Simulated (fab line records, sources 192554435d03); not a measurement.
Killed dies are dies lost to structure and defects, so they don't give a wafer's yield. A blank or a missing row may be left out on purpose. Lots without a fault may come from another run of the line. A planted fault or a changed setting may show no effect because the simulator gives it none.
Split-lot experiment | flow n5_finfet | 7 lots, 21 wafers read, on a route of 1938 steps

THE SPLIT
At N5_BEOL_M12_SPUTTER_43 (material TaN, target thk 15 nm, time 24.19 s), the setting time_s was moved away from the recipe's 24.19 s on 10 of the 21 wafers read, by -13.3% to +13.4%. The other wafers ran this setting at the recipe's value.

The reading is taken at the split's own step.

THE READING
TaN_of_BEOL_M12_SPUTTER_43.thk_nm (the simulator's own value, which no gauge read), in nm, at N5_BEOL_M12_SPUTTER_43 (material TaN, target thk 15 nm, time 24.19 s). The file gives no usual value for it. The 11 wafers here that ran the recipe average 15.0 nm, standard deviation 0.23 nm.

wafer  | tool, chamber at the split | time_s as run, s | against the recipe | TaN_of_BEOL_M12_SPUTTER_43.thk_nm, nm | against lot-mates on the recipe
L080.1 | pvd_sputter-02, -          | 24.19            | recipe             | 15                                    | -
L080.5 | pvd_sputter-02, -          | 24.19            | recipe             | 15                                    | -
L080.2 | pvd_sputter-02, -          | 24.19            | recipe             | 14.8                                  | -
L081.3 | pvd_sputter-02, -          | 24.19            | recipe             | 15.4                                  | -
L081.4 | pvd_sputter-02, -          | 24.19            | recipe             | 15.4                                  | -
L081.6 | pvd_sputter-02, -          | 25.62            | +5.9%              | 16.4                                  | +1.0
L084.1 | pvd_sputter-01, -          | 25.56            | +5.7%              | 15.8                                  | +0.8
L084.4 | pvd_sputter-01, -          | 25.56            | +5.7%              | 15.8                                  | +0.8
L084.5 | pvd_sputter-01, -          | 24.19            | recipe             | 15                                    | -
L088.1 | pvd_sputter-02, -          | 24.19            | recipe             | 14.6                                  | -
L088.2 | pvd_sputter-02, -          | 27.42            | +13.4%             | 16.8                                  | +2.2
L088.3 | pvd_sputter-02, -          | 27.42            | +13.4%             | 17                                    | +2.4
L091.1 | pvd_sputter-01, -          | 24.19            | recipe             | 15                                    | -
L091.5 | pvd_sputter-01, -          | 24.19            | recipe             | 15                                    | -
L091.6 | pvd_sputter-01, -          | 27.12            | +12.1%             | 16.8                                  | +1.8
L093.1 | pvd_sputter-01, -          | 24.19            | recipe             | 14.8                                  | -
L093.2 | pvd_sputter-01, -          | 20.98            | -13.3%             | 13                                    | -1.8
L093.5 | pvd_sputter-01, -          | 20.98            | -13.3%             | 12.8                                  | -2.0
L095.3 | pvd_sputter-02, -          | 21.98            | -9.1%              | 13.6                                  | -1.6
L095.4 | pvd_sputter-02, -          | 24.19            | recipe             | 15.2                                  | -
L095.6 | pvd_sputter-02, -          | 21.98            | -9.1%              | 13.8                                  | -1.4

THE FIT
A straight line over all 21 wafers: TaN_of_BEOL_M12_SPUTTER_43.thk_nm changes by +0.151 nm for each +1% of time_s; r = +0.98; the points scatter about the line by 0.23 nm.
The same after taking each lot's own level away (the mean of its wafers on the recipe; 21 wafers): +0.157 nm for each +1%; r = +1.00; scatter 0.12 nm.
On that fit, the largest move of time_s shifts the reading by 2.1 nm.
The lots' own levels span 14.60 to 15.40 nm, that is 3.4 times the standard deviation above.
So the lot-to-lot level changes the slope little: the two slopes agree.
Check: with one of the wafers moved furthest among these (+13.4%) left out of the fit, the line predicts +2.09 nm for it against its lot-mates. It came out at +2.2 nm against them.

OTHER SPLITS ON THESE WAFERS
These wafers also went through other splits before the reading. Each is held against what the fit with the lots' levels taken away leaves over:
other split on the same wafers | wafers away from the commonest value | r with TaN_of_BEOL_M12_SPUTTER_43.thk_nm (lot level and that fit taken away)
N5_BEOL_M12_COAT_58 spin_rpm   | 6                                    | -0.06
N5_BEOL_M12_DESCUM_15 time_s   | 8                                    | -0.31

THE FILE'S OWN FIT
TaN_of_BEOL_M12_SPUTTER_43.thk_nm changes by +0.156 nm for each +1% of time_s, r = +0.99.
